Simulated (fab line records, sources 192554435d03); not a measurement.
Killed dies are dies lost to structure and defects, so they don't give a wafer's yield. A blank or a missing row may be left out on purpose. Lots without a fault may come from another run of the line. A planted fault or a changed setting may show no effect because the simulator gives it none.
One fault seen from 2 desks | flow n5_finfet | each desk has only its own numbers; what lay behind them comes last

THE TOOL OWNER'S DESK: vapor_etch-01
The tool's own readings at N5_BEOL_M0_SAQP_RECESS_114 (chemistry HF/NH3, target SiO2, target depth 14.4 nm, afs cycles 3, sublimation time 60 s): means of the sampled wafers that have a number, for each lot that ran on this tool. A lot is out of limits, marked OUT, if its mean lies more than 4 standard deviations from the usual mean; the brackets give that distance.
Columns: A = drypump_motor_current_A at N5_BEOL_M0_SAQP_RECESS_114, usual 5.9 A
lot  | first seen here | A
L702 | day 5 21:26     | 6.1
L703 | day 6 01:38     | 6.0
L706 | day 6 18:19     | 6.1
L708 | day 7 02:53     | 6.0
L711 | day 8 02:13     | 6.0
L712 | day 8 04:42     | 6.3
L722 | day 10 21:59    | 6.0
L723 | day 11 00:55    | 6.0
L724 | day 11 04:26    | 6.0
This desk's finding: nothing out of limits on any of the 9 lots.

THE METROLOGY DESK
What the gauges read, lot by lot, whatever tool the lot ran on: means of the sampled wafers that have a number. A lot is out of limits, marked OUT, if its mean lies more than 4 standard deviations from the usual mean; the brackets give that distance. Of its 10 readings 7 are shown: those that lie furthest out on some lot.
Columns: A = IOFF_N at N5_BEOL_M4_RC_MEAS_101, usual 0.16 nA/um; B = IOFF_P at N5_BEOL_M4_RC_MEAS_101, usual 0.21 nA/um; C = ION_N at N5_BEOL_M4_RC_MEAS_101, usual 671 uA/um; D = ION_P at N5_BEOL_M4_RC_MEAS_101, usual 460 uA/um; E = SS_P at N5_BEOL_M4_RC_MEAS_101, usual 73.2 mV/dec; F = VT_N at N5_BEOL_M4_RC_MEAS_101, usual 250 mV; G = VT_P at N5_BEOL_M4_RC_MEAS_101, usual -251 mV
lot  | first seen here | A    | B    | C   | D   | E    | F   | G
L701 | day 7 18:34     | 0.16 | 0.19 | 665 | 454 | 73.1 | 248 | -254
L702 | day 7 22:47     | 0.14 | 0.18 | 667 | 456 | 72.9 | 252 | -254
L703 | day 8 14:56     | 0.21 | 0.26 | 684 | 470 | 74.2 | 243 | -247
L706 | day 8 19:20     | 0.21 | 0.22 | 682 | 461 | 73.5 | 247 | -251
L708 | day 9 14:58     | 0.14 | 0.16 | 668 | 451 | 72.9 | 252 | -256
L711 | day 10 09:12    | 0.15 | 0.22 | 662 | 468 | 72.3 | 250 | -248
L712 | day 10 09:23    | 0.14 | 0.21 | 671 | 470 | 73.2 | 249 | -246
L722 | day 13 03:22    | 0.17 | 0.22 | 672 | 465 | 73.3 | 250 | -248
L723 | day 13 12:14    | 0.13 | 0.18 | 664 | 458 | 72.8 | 255 | -252
L724 | day 13 12:32    | 0.14 | 0.19 | 668 | 459 | 73.2 | 252 | -252
This desk's finding: nothing out of limits on any of the 10 lots.

PUT TOGETHER
The tool owner's desk saw nothing out of limits.
The metrology desk saw nothing out of limits.

WHAT THE SIMULATOR HAD PUT IN
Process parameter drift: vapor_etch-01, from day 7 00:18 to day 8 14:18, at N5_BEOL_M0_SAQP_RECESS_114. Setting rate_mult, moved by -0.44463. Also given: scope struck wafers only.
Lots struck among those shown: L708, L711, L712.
